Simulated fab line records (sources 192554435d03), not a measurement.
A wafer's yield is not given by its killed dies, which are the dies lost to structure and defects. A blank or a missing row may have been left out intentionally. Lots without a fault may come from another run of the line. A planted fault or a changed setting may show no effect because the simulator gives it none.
What tool caused it?	flow n5-finfet	12 lots with 33 wafers sampled at 2 steps, on a route of 1938 steps

## WHAT EACH GAUGE READ, for each wafer
N5_BEOL_M14_THK_MEAS_01.
lot	measured	on	M14_ILD_THK (nm)
L257	day 10 14:19	film-metro-02	1121 1141 1129
L258	day 11 04:32	film-metro-01	1134 1142
L260	day 11 21:28	film-metro-02	1134 1141
L261	day 12 01:05	film-metro-02	1096 1137 1110
L262	day 12 08:49	film-metro-02	1144 1106 1104
L263	day 12 12:22	film-metro-02	1116 1123 1146
L266	day 13 05:22	film-metro-02	1121 1102 1149
L265	day 13 07:31	film-metro-02	1127 1149
L275	day 15 10:22	film-metro-01	1110 1109 1125
L276	day 16 12:07	film-metro-01	1111 1116 1116
L279	day 16 19:05	film-metro-02	1107 1127 1148
L280	day 16 23:50	film-metro-02	1106 1125 1111

## EACH LOT AND THE TOOL THAT RAN IT (in order: tool; ch and the chambers of the sampled wafers; start)
lot	N5_BEOL_M14_ILD_DEP_00
L257	pecvd-01 ch 1, day 10 13:49
L258	pecvd-01 ch 2, day 11 04:16
L260	pecvd-01 ch 1,2, day 11 21:16
L261	pecvd-01 ch 0,2, day 12 00:54
L262	pecvd-03 ch 0,1,2, day 12 08:38
L263	pecvd-02 ch 0,1, day 12 12:11
L266	pecvd-01 ch 0,2, day 13 05:10
L265	pecvd-01 ch 1,2, day 13 07:20
L275	pecvd-01 ch 0,1,2, day 15 10:11
L276	pecvd-02 ch 0,1,2, day 16 11:56
L279	pecvd-01 ch 0,1, day 16 18:53
L280	pecvd-01 ch 0,2, day 16 23:38
- N5_BEOL_M14_ILD_DEP_00: deposits SiO2 from TEOS/O2, target thk 1119.3 nm, time 237.4 s.

## AS READ BY THE TOOLS THEMSELVES (means over the sampled wafers that have a number; for cases with no such wafer, the mark the record gives instead)
N5_BEOL_M14_ILD_DEP_00.
lot	tool	heater-power-w (W)	rf-fwd-power-W (W)	showerhead-plenum-p-Torr (Torr)	throttle-valve-pct (%)
L257	pecvd-01	487	900	8.28	18.8
L258	pecvd-01	554	898	8.34	17.2
L260	pecvd-01	498	896	8.32	17.9
L261	pecvd-01	491	895	8.37	17.5
L262	pecvd-03	587	898	8.32	18.4
L263	pecvd-02	473	899	8.34	19.9
L266	pecvd-01	511	900	8.37	17.3
L265	pecvd-01	564	894	8.32	17.9
L275	pecvd-01	503	899	8.35	17.8
L276	pecvd-02	536	899	8.34	19.0
L279	pecvd-01	498	896	8.34	18.4
L280	pecvd-01	496	895	8.37	17.5

## THE ANSWER, worked out from the rows above alone
Rule: usual is defined by the lots themselves. The widest of any qualifying gaps counts: lots, ordered by their means at a reading, are off when they make up no more than a third of the lots, leave a main group of 4 or more, and stand apart from it by 3 or more times the standard deviation of that group's means. Not used: any main group whose means are identical at the precision the tables above print for the reading. A lot without any number at a reading at which 4 lots or more have one is off too. Any other lot the step has rows for is counted as sound. First the gauges in route order, then the tools' own readings, where a lot's mean is used as printed above. The first step at which some lot is off is used, and at that step the reading that is off furthest; a lot without a number counts as furthest.
Across all readings shown, no lot is off: no conclusion can be drawn from this.

## WHAT THE SIMULATOR PUT IN
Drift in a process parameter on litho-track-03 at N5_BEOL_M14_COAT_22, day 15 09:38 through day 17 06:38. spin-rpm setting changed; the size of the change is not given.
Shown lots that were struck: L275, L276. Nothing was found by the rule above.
